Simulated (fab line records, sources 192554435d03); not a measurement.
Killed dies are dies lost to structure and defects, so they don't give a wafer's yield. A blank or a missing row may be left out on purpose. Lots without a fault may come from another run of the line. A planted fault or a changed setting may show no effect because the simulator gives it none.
fab line records | flow n5_finfet | part 1 of 2: steps 1 to 27 of 38
record lots=5 wafers=15 last_day=16
route steps=1938 shown SD_EPI_P@320 SD_ACTIVATION@330 ILD0@335 SDB@347
lots that met no fault: from a run of the same line without faults
start_h: hours from the record's first day to the start of the lot's first wafer shown | wait_h: hours since the lot's step before | " the same as in the row above | L1.1+2: a row that stands for several wafers | - no value, or no start given | * or withheld: withheld | < > ~ a bound
route shown NAME@n: a module of which the file shows steps, and the number in the route of the first | usual: mean/standard deviation of fault-free wafers | same: alike in all rows | chamber/n: place in a boat | sites: the reading at each site | _std_site: their standard deviation | _edge_site: outer sites' mean less inner sites' | radius_mm: how far each site lies from the wafer's centre | mask NAME#n: copy n | behind: the tool/chamber that last shaped the wafer | hold: why the lot was held/for how many hours/how that ended | device: the transistor (n, p or np) that didn't switch | end of line: the same wafers' tests at the end of the route | a step without rows: its recipe alone | killed: dies lost to structure and defects at the first sort, not the wafer's yield | map: a wafer's dies, x killed, . not, _ none there
set.NAME: the setting as run; set.NAME@STEP: as run at that earlier step | model.NAME: the simulator's own value behind a step, which no gauge read
lots at some steps of the route; a table a step, a row a wafer
services: from which hour (start_h, from the record's first day; less than 0 if before it) a tool's chamber was out of use, for how many hours, and why
## steps
# step N5_SD_EPI_P_VAPOR_ETCH_44
# recipe chemistry=NF3/Ar target=SiGe30 temp_c=25 time_s=3.3 mode=isotropic
# columns lot.wafer tool chamber start_h wait_h
L074.1+5+6 epi_rpcvd-03 0 58.64 0.1
L080.2+5+6 epi_rpcvd-03 0 89.75 0.2
L082.2+5+6 epi_rpcvd-02 0 102.96 0.1
L090.2+4+6 epi_rpcvd-02 0 152.81 0.2
L096.1+2+3 epi_rpcvd-02 0 187.35 0.3
# step N5_SD_EPI_P_EPI_21
# recipe material=SiGe:B dopant=B temp_c=550 pressure_torr=20 ambient=H2 time_s=355
# columns lot.wafer tool chamber start_h wait_h
L074.1+5+6 epi_rpcvd-03 0 58.82 0.1
L080.2+5+6 epi_rpcvd-03 0 90.43 0.6
L082.2+5+6 epi_rpcvd-02 0 103.47 0.5
L090.2+4+6 epi_rpcvd-02 0 153.49 0.6
L096.1+2+3 epi_rpcvd-02 0 187.67 0.3
# step N5_SD_EPI_P_EPI_MEAS_23
# recipe mode=xrd
# usual thk_nm=61.1/1.2
# columns lot.wafer tool chamber start_h wait_h thk_nm
L074.1 film_metro-01 - 61.02 1.8 62.4
L074.5 " - " " 59.8
L074.6 " - " " 60.6
L080.2 film_metro-01 - 92.88 2.0 60.3
L080.5 " - " " 60.8
L080.6 " - " " 61.2
L082.2 film_metro-02 - 105.31 1.5 59.6
L082.5 " - " " 60.4
L082.6 " - " " 60.3
L090.2 film_metro-01 - 155.93 2.0 63.1
L090.4 " - " " 62.4
L090.6 " - " " 62.3
L096.1 film_metro-02 - 191.54 3.2 60.3
L096.2 " - " " 62.4
L096.3 " - " " 60.4
# step N5_SD_EPI_P_HM_STRIP_48
# recipe chemistry=H3PO4 temp_c=160 material=SiNx target=SiNx target_depth_a=30 overetch_fraction=0.3
# columns lot.wafer tool chamber start_h wait_h
L074.1+5+6 wet_bench-01 1,5,3 61.05 0.0
L080.2+5+6 wet_bench-01 1,3,7 92.91 0.0
L082.2+5+6 wet_bench-01 0,1,2 105.34 0.0
L090.2+4+6 wet_bench-05 7,5,1 155.97 0.0
L096.1+2+3 wet_bench-05 6,4,2 191.58 0.0
# step N5_SD_EPI_P_SRD_49
# recipe dry=ipa_marangoni time_s=30 temp_c=23 rinse_liquid=diw
# columns lot.wafer tool chamber start_h wait_h
L074.1+5+6 wet_bench-01 1,5,3 61.10 0.0
L080.2+5+6 wet_bench-01 1,3,7 92.96 0.0
L082.2+5+6 wet_bench-01 0,1,2 105.39 0.0
L090.2+4+6 wet_bench-05 7,5,1 156.02 0.0
L096.1+2+3 wet_bench-05 6,4,2 191.63 0.0
# step N5_SD_EPI_P_PRECLEAN_24
# recipe chemistry=O3/DIW time_s=45 temp_c=22 o3_ppm=10
# columns lot.wafer tool chamber start_h wait_h
L074.1+5+6 wet_bench-01 1,5,3 61.12 0.0
L080.2+5+6 wet_bench-01 1,3,7 92.98 0.0
L082.2+5+6 wet_bench-01 0,1,2 105.41 0.0
L090.2+4+6 wet_bench-05 7,5,1 156.04 0.0
L096.1+2+3 wet_bench-05 6,4,2 191.65 0.0
# step N5_SD_EPI_P_PRECLEAN_32
# recipe chemistry=dHF time_s=10 dilution=500:1 temp_c=25
# columns lot.wafer tool chamber start_h wait_h
L074.1+5+6 wet_bench-01 1,5,3 61.14 0.0
L080.2+5+6 wet_bench-01 1,3,7 93.00 0.0
L082.2+5+6 wet_bench-01 0,1,2 105.43 0.0
L090.2+4+6 wet_bench-05 7,5,1 156.05 0.0
L096.1+2+3 wet_bench-05 6,4,2 191.66 0.0
# step N5_SD_EPI_P_PRECLEAN_33
# recipe chemistry=SC2 time_s=45 temp_c=35 mix=1:1:50
# columns lot.wafer tool chamber start_h wait_h
L074.1+5+6 wet_bench-01 1,5,3 61.14 0.0
L080.2+5+6 wet_bench-01 1,3,7 93.00 0.0
L082.2+5+6 wet_bench-01 0,1,2 105.43 0.0
L090.2+4+6 wet_bench-05 7,5,1 156.05 0.0
L096.1+2+3 wet_bench-05 6,4,2 191.67 0.0
# step N5_SD_EPI_P_SRD_25
# recipe time_s=30 temp_c=23 rinse_liquid=diw dry=ipa_marangoni
# columns lot.wafer tool chamber start_h wait_h
L074.1+5+6 wet_bench-01 1,5,3 61.15 0.0
L080.2+5+6 wet_bench-01 1,3,7 93.01 0.0
L082.2+5+6 wet_bench-01 0,1,2 105.44 0.0
L090.2+4+6 wet_bench-05 7,5,1 156.06 0.0
L096.1+2+3 wet_bench-05 6,4,2 191.68 0.0
# step N5_SD_EPI_P_INSPECT_26
# recipe inspect_instrument=darkfield mode=post_epi
# usual raw_defect_count=167/35
# columns lot.wafer tool chamber start_h wait_h raw_defect_count
L074.1 defect_inspect-01 - 61.19 0.0 158
L074.5 " - " " 234
L074.6 " - " " 178
L080.2 defect_inspect-01 - 93.05 0.0 134
L080.5 " - " " 151
L080.6 " - " " 160
L082.2 defect_inspect-02 - 105.48 0.0 160
L082.5 " - " " 132
L082.6 " - " " 158
L090.2 defect_inspect-02 - 156.10 0.0 161
L090.4 " - " " 223
L090.6 " - " " 167
L096.1 defect_inspect-01 - 191.72 0.0 147
L096.2 " - " " 183
L096.3 " - " " 177
# step N5_SD_ACTIVATION_RTA_00
# recipe temp_c=975 time_s=0 ambient=N2 idle_temp_c=600 ramp_up_c_per_s=150 ramp_down_c_per_s=60 cool_to_c=600
# usual lamp_power_pct=8.96/0.051 lamp_zone_1_pct=8.951/0.029 lamp_zone_7_pct=9.353/0.025 wafer_temp_C_max=975.0/1.7
# columns lot.wafer tool chamber start_h wait_h lamp_power_pct lamp_zone_1_pct lamp_zone_7_pct wafer_temp_C_max
L074.1 rtp_anneal-01 0 61.22 0.0 8.89 8.982 9.332 976.0
L074.5 " 0 " " 8.92 8.949 9.323 973.2
L074.6 " 0 " " 8.88 8.948 9.356 976.6
L080.2 rtp_anneal-01 0 93.41 0.4 8.94 8.947 9.348 973.4
L080.5 " 0 " " 8.96 8.980 9.367 975.5
L080.6 " 0 " " 9.00 8.932 9.360 972.0
L082.2 rtp_anneal-01 0 105.57 0.1 8.97 8.921 9.346 976.1
L082.5 " 0 " " 8.93 8.959 9.351 975.1
L082.6 " 0 " " 9.05 8.953 9.338 977.0
L090.2 rtp_anneal-02 0 156.22 0.1 9.00 8.949 9.323 974.6
L090.4 " 0 " " 8.91 8.954 9.423 973.6
L090.6 " 0 " " 8.93 8.934 9.327 977.3
L096.1 rtp_anneal-01 0 191.75 0.0 9.02 8.928 9.364 976.3
L096.2 " 0 " " 8.95 8.960 9.319 975.3
L096.3 " 0 " " 9.00 8.948 9.351 974.6
# step N5_SD_ACTIVATION_LSA_01
# recipe temp_c=1080 time_s=0.0008 ambient=N2
# usual wafer_temp_C_max=1084.5/0.94
# columns lot.wafer tool chamber start_h wait_h wafer_temp_C_max
L074.1 laser_anneal-01 0 61.42 0.2 1084.2
L074.5 " 0 " " 1084.2
L074.6 " 0 " " 1083.5
L080.2 laser_anneal-01 0 93.77 0.3 1085.4
L080.5 " 0 " " 1085.0
L080.6 " 0 " " 1084.6
L082.2 laser_anneal-01 0 105.93 0.3 1084.5
L082.5 " 0 " " 1084.0
L082.6 " 0 " " 1084.5
L090.2 laser_anneal-01 0 156.42 0.2 1086.4
L090.4 " 0 " " 1083.6
L090.6 " 0 " " 1084.8
L096.1 laser_anneal-01 0 191.95 0.2 1085.4
L096.2 " 0 " " 1085.6
L096.3 " 0 " " 1086.3
# step N5_SD_ACTIVATION_RS_MEAS_03
# recipe thk_meas_gauge=four-point-probe
# usual RS_SD_N=21.91/0.29 RS_SD_P=55.8/0.83
# columns lot.wafer tool chamber start_h wait_h RS_SD_N[ohm/sq] RS_SD_P[ohm/sq]
L074.1 film_metro-01 - 61.62 0.2 21.80 56.6
L074.5 " - " " 21.55 56.6
L074.6 " - " " 22.10 56.2
L080.2 film_metro-01 - 93.97 0.2 22.13 55.8
L080.5 " - " " 22.43 55.3
L080.6 " - " " 22.40 55.5
L082.2 film_metro-02 - 106.13 0.2 22.10 56.4
L082.5 " - " " 22.21 56.7
L082.6 " - " " 22.22 57.6
L090.2 film_metro-02 - 156.62 0.2 22.14 55.9
L090.4 " - " " 22.06 55.4
L090.6 " - " " 22.08 55.6
L096.1 film_metro-01 - 192.16 0.2 21.73 57.0
L096.2 " - " " 22.41 56.3
L096.3 " - " " 22.34 57.1
# step N5_SD_ACTIVATION_INSPECT_02
# recipe inspect_instrument=darkfield mode=post_anneal
# usual raw_defect_count=168/36
# columns lot.wafer tool chamber start_h wait_h raw_defect_count
L074.1 defect_inspect-02 - 61.94 0.2 150
L074.5 " - " " 235
L074.6 " - " " 172
L080.2 defect_inspect-02 - 94.27 0.1 126
L080.5 " - " " 148
L080.6 " - " " 162
L082.2 defect_inspect-02 - 106.43 0.1 160
L082.5 " - " " 128
L082.6 " - " " 151
L090.2 defect_inspect-02 - 156.92 0.1 173
L090.4 " - " " 239
L090.6 " - " " 151
L096.1 defect_inspect-01 - 192.48 0.2 155
L096.2 " - " " 178
L096.3 " - " " 157
# step N5_ILD0_LINER_00
# recipe material=SiNx target_thk_a=40 temp_c=400 ald_precursor_family=SiH2I2 ald_co_reactant=N2/H2-plasma pulse_time_s=1 purge_time_s=2 co_reactant_purge_time_s=2 ald_cycles=80 pressure_torr=2
# usual heater_power_w=853/91 precursor_pulse_height_rel=0.998/0.02
# same purge_time_s=2
# columns lot.wafer tool chamber start_h wait_h heater_power_w precursor_pulse_height_rel
L074.1 ald_sin-03 0 61.98 0.0 875 0.987
L074.5 " 1 " " 1044 1.017
L074.6 " 2 " " 857 1.028
L080.2 ald_sin-03 0 94.30 0.0 896 1.017
L080.5 " 1 " " 1045 1.033
L080.6 " 0 " " 869 0.994
L082.2 ald_sin-02 0 106.46 0.0 821 0.985
L082.5 " 3 " " 808 1.009
L082.6 " 0 " " 854 0.980
L090.2 ald_sin-01 0 156.96 0.0 836 1.004
L090.4 " 3 " " 916 0.971
L090.6 " 2 " " 841 1.003
L096.1 ald_sin-03 3 192.55 0.1 741 1.026
L096.2 " 2 " " 841 0.972
L096.3 " 0 " " 846 1.021
# step N5_ILD0_FCVD_FILL_01
# recipe material=SiO2_flowable target_thk_a=2000 temp_c=100 pressure_torr=0.8 rf_w=2000 time_s=328.3
# columns lot.wafer tool chamber start_h wait_h
L074.1+5+6 fcvd-01 1,1,0 62.40 0.2
L080.2+5+6 fcvd-01 0,0,1 94.72 0.2
L082.2+5+6 fcvd-01 0,1,0 106.88 0.2
L090.2+4+6 fcvd-02 1,0,0 157.37 0.2
L096.1+2+3 fcvd-02 0,1,1 192.97 0.2
# step N5_ILD0_CURE_02
# recipe temp_c=450 time_s=1800 ambient=steam idle_temp_c=400 ramp_up_c_per_min=5 ramp_down_c_per_min=3 densification_p_h2o_torr=640
# usual spike_tc_lower_C=450.3/1.4 zone_power_bottom_pct=7.96/0.18
# columns lot.wafer tool chamber start_h wait_h spike_tc_lower_C zone_power_bottom_pct
L074.1 furnace-01 0 62.79 0.3 449.3 7.97
L074.5 " 0 " " 450.7 7.96
L074.6 " 0 " " 447.7 7.89
L080.2 furnace-02 0 95.11 0.3 451.6 8.13
L080.5 " 0 " " 451.4 8.19
L080.6 " 0 " " 452.2 8.03
L082.2 furnace-02 0 107.27 0.3 452.0 8.14
L082.5 " 0 " " 451.3 7.98
L082.6 " 0 " " 452.8 8.09
L090.2 furnace-03 0 157.98 0.5 451.3 7.57
L090.4 " 0 " " 451.4 7.66
L090.6 " 0 " " 450.4 7.73
L096.1 furnace-03 0 193.36 0.3 450.6 7.47
L096.2 " 0 " " 451.5 7.71
L096.3 " 0 " " 449.5 7.53
# step N5_ILD0_CMP_03
# recipe stop_on=SiNx t_overpolish_s=1.9 post_cmp_clean=alkaline_brush down_force_psi=4.1491 platen_rpm=51.796 pad_velocity_m_s=1.0306 target_thk_nm=197.38
# usual motor_current_A=12.7/1.3 overpolish_run_s=1.901/0.0092 time_to_endpoint_s=69/4.7
# columns lot.wafer tool chamber start_h wait_h motor_current_A overpolish_run_s time_to_endpoint_s
L074.1 cmp-04 1 64.34 0.0 10.4 1.887 73
L074.5 " 1 " " 10.7 1.890 71
L074.6 " 2 " " 15.1 1.919 66
L080.2 cmp-03 0 96.74 0.1 13.8 1.907 75
L080.5 " 2 " " 13.7 1.892 63
L080.6 " 3 " " 14.2 1.906 72
L082.2 cmp-03 2 108.99 0.2 13.6 1.902 67
L082.5 " 3 " " 13.9 1.920 74
L082.6 " 0 " " 13.1 1.889 71
L090.2 cmp-04 2 159.57 0.1 14.3 1.905 67
L090.4 " 0 " " 12.2 1.910 71
L090.6 " 1 " " 10.3 1.904 77
L096.1 cmp-01 0 194.93 0.0 12.0 1.889 62
L096.2 " 1 " " 11.7 1.902 68
L096.3 " 3 " " 12.9 1.887 70
# step N5_ILD0_THK_MEAS_04
# usual thk_nm=196.8/1.4
# columns lot.wafer tool chamber start_h wait_h thk_nm
L074.1 film_metro-01 - 64.64 - 195.7
L074.5 " - " " 197.6
L074.6 " - " " 197.5
L080.2 film_metro-02 - 96.96 - 197.9
L080.5 " - " " 195.3
L080.6 " - " " 197.7
L082.2 film_metro-01 - 109.18 - 196.4
L082.5 " - " " 197.5
L082.6 " - " " 198.1
L090.2 film_metro-02 - 159.83 - 196.5
L090.4 " - " " 197.4
L090.6 " - " " 198.4
L096.1 film_metro-02 - 195.23 - 195.1
L096.2 " - " " 197.8
L096.3 " - " " 198.1
# step N5_ILD0_CMP_07
# recipe stop_on=poly-Si material=SiO2_flowable t_overpolish_s=1.18 post_cmp_clean=alkaline_brush down_force_psi=4.1491 platen_rpm=51.796 pad_velocity_m_s=1.0306 target_thk_nm=138.88
# usual motor_current_A=12.9/1.2
# columns lot.wafer tool chamber start_h wait_h motor_current_A
L074.1 cmp-04 1 64.74 0.1 10.4
L074.5 " 3 " " 13.4
L074.6 " 0 " " 12.9
L080.2 cmp-03 0 97.20 0.2 13.5
L080.5 " 0 " " 14.5
L080.6 " 1 " " 11.9
L082.2 cmp-01 1 109.42 0.2 11.8
L082.6 " 2 " " 11.4
L082.5 " 3 " " 12.0
L090.4 cmp-04 2 159.89 0.1 14.1
L090.2 " 3 " " 12.9
L090.6 " 2 " " 14.9
L096.3 cmp-01 3 195.29 0.1 12.7
L096.1 " 0 " " 12.3
L096.2 " 1 " " 12.1
# step N5_ILD0_THK_MEAS_08
# usual thk_nm=138.8/1.6
# columns lot.wafer tool chamber start_h wait_h thk_nm
L074.1 film_metro-01 - 64.96 - 139.6
L074.5 " - " " 136.4
L074.6 " - " " 138.3
L080.2 film_metro-02 - 97.50 - 141.3
L080.5 " - " " 139.4
L080.6 " - " " 136.6
L082.2 film_metro-01 - 109.60 - 140.6
L082.5 " - " " 141.2
L082.6 " - " " 139.6
L090.2 film_metro-01 - 160.15 - 135.0
L090.4 " - " " 137.8
L090.6 " - " " 137.0
L096.1 film_metro-02 - 195.55 - 137.6
L096.2 " - " " 139.7
L096.3 " - " " 140.7
# step N5_ILD0_PRECLEAN_10
# recipe chemistry=NF3:NH3 afs_cycles=5 time_s=20 temp_c=30 sublimation_temp_c=180 sublimation_time_s=60 pressure_torr=3 rf_power_w=30
# columns lot.wafer tool chamber start_h wait_h
L074.1+5+6 remote_plasma-02 1 65.00 0.0
L080.2+5+6 remote_plasma-01 0 97.64 0.1
L082.2+5+6 remote_plasma-02 0 109.75 0.1
L090.2+4+6 remote_plasma-01 0 160.30 0.1
L096.1+2+3 remote_plasma-02 0 195.59 0.0
# step N5_ILD0_ALD_15
# recipe material=SiNx target_thk_a=240 temp_c=400 ald_precursor_family=SiH2I2 ald_co_reactant=N2/H2-plasma pulse_time_s=1 ald_cycles=480 purge_time_s=2 co_reactant_purge_time_s=2 pressure_torr=2
# usual heater_power_w=846/95 precursor_pulse_height_rel=1.002/0.02
# same purge_time_s=2
# columns lot.wafer tool chamber start_h wait_h heater_power_w precursor_pulse_height_rel
L074.1 ald_sin-03 3 65.75 0.6 709 0.995
L074.5 " 1 66.84 1.3 1051 1.053
L074.6 " 0 " " 872 1.001
L080.2 ald_sin-01 2 98.21 0.5 849 1.035
L080.5 " 2 99.30 1.2 806 1.001
L080.6 " 1 " " 728 1.031
L082.2 ald_sin-03 2 110.32 0.5 846 1.007
L082.5 " 1 111.40 1.2 1031 1.016
L082.6 " 2 " " 847 1.000
L090.2 ald_sin-02 2 160.87 0.5 839 0.991
L090.4 " 0 " " 789 0.996
L090.6 " 3 161.95 1.1 844 0.989
L096.1 ald_sin-01 0 196.27 0.6 839 0.997
L096.2 " 3 " " 921 0.990
L096.3 " 2 " " 848 1.003
# step N5_ILD0_CMP_12
# recipe stop_on=poly-Si material=SiNx t_overpolish_s=6 post_cmp_clean=alkaline_brush down_force_psi=2.5 platen_rpm=51.8 pad_velocity_m_s=1.0307 target_thk_nm=17.67
# usual motor_current_A=9.5/0.89 overpolish_run_s=6.002/0.0095 time_to_endpoint_s=28/3.8
# columns lot.wafer tool chamber start_h wait_h motor_current_A overpolish_run_s time_to_endpoint_s
L074.1 cmp-01 0 68.03 1.2 8.9 5.999 26
L074.6 " 2 " " 7.8 6.009 30
L074.5 " 3 " " 9.4 5.992 34
L080.2 cmp-03 0 100.53 1.2 10.3 5.990 32
L080.5 " 1 " " 8.9 6.006 24
L080.6 " 2 " " 9.9 6.004 25
L082.2 cmp-03 3 112.82 1.4 10.8 6.003 30
L082.5 " 0 " " 10.0 5.993 32
L082.6 " 1 " " 8.8 6.004 20
L090.2 cmp-03 0 163.07 1.1 9.8 5.982 31
L090.4 " 2 " " 10.1 5.991 23
L090.6 " 0 " " 9.9 6.007 31
L096.3 cmp-04 1 198.47 1.1 7.5 6.008 30
L096.1 " 2 " " 10.8 5.993 27
L096.2 " 3 " " 10.9 6.006 23
# step N5_ILD0_THK_MEAS_13
# usual thk_nm=17.3/1.5
# columns lot.wafer tool chamber start_h wait_h thk_nm
L074.1 film_metro-02 - 68.25 - 15.2
L074.5 " - " " 19.1
L074.6 " - " " 17.7
L080.2 film_metro-02 - 100.71 - 19.6
L080.5 " - " " 16.4
L080.6 " - " " 15.6
L082.2 film_metro-01 - 113.00 - 18.0
L082.5 " - " " 17.9
L082.6 " - " " 15.9
L090.2 film_metro-02 - 163.36 - 18.1
L090.4 " - " " 16.5
L090.6 " - " " 17.4
L096.1 film_metro-02 - 198.76 - 16.5
L096.2 " - " " 14.6
L096.3 " - " " 18.7
# step N5_ILD0_INSPECT_06
# recipe inspect_instrument=darkfield mode=post_cmp
# usual raw_defect_count=36/15
# columns lot.wafer tool chamber start_h wait_h raw_defect_count
L074.1 defect_inspect-01 - 68.27 0.0 44
L074.5 " - " " 30
L074.6 " - " " 63
L080.2 defect_inspect-02 - 100.74 0.0 50
L080.5 " - " " 62
L080.6 " - " " 44
L082.2 defect_inspect-02 - 113.03 0.0 28
L082.5 " - " " 14
L082.6 " - " " 51
L090.2 defect_inspect-01 - 163.39 0.0 22
L090.4 " - " " 36
L090.6 " - " " 20
L096.1 defect_inspect-02 - 198.79 0.0 35
L096.2 " - " " 25
L096.3 " - " " 46
# step N5_SDB_HM_DEP_00
# recipe material=SiNx target_thk_a=400 temp_c=400 precursor=SiH4/NH3/N2 pressure_torr=1.5 rf_w=300 time_s=35.3
# usual heater_power_w=737/93 showerhead_plenum_p_Torr=5.13/0.057 throttle_valve_pct=40.6/1.4
# columns lot.wafer tool chamber start_h wait_h heater_power_w showerhead_plenum_p_Torr throttle_valve_pct
L074.1 pecvd-04 2 68.31 0.0 688 5.07 39.9
L074.5 " 2 " " 703 5.09 40.0
L074.6 " 0 " " 693 5.10 40.3
L080.2 pecvd-03 2 100.77 0.0 582 5.15 38.0
L080.5 " 0 " " 634 5.24 43.3
L080.6 " 1 " " 823 5.05 40.7
L082.2 pecvd-03 1 113.07 0.0 779 5.04 40.6
L082.5 " 2 " " 673 5.14 38.0
L082.6 " 1 " " 765 5.02 40.6
L090.2 pecvd-04 2 163.42 0.0 793 5.08 40.6
L090.4 " 1 " " 886 5.19 39.9
L090.6 " 2 " " 794 5.08 40.7
L096.1 pecvd-04 1 198.83 0.0 888 5.18 39.8
L096.2 " 2 " " 777 5.08 41.0
L096.3 " 2 " " 778 5.09 40.8
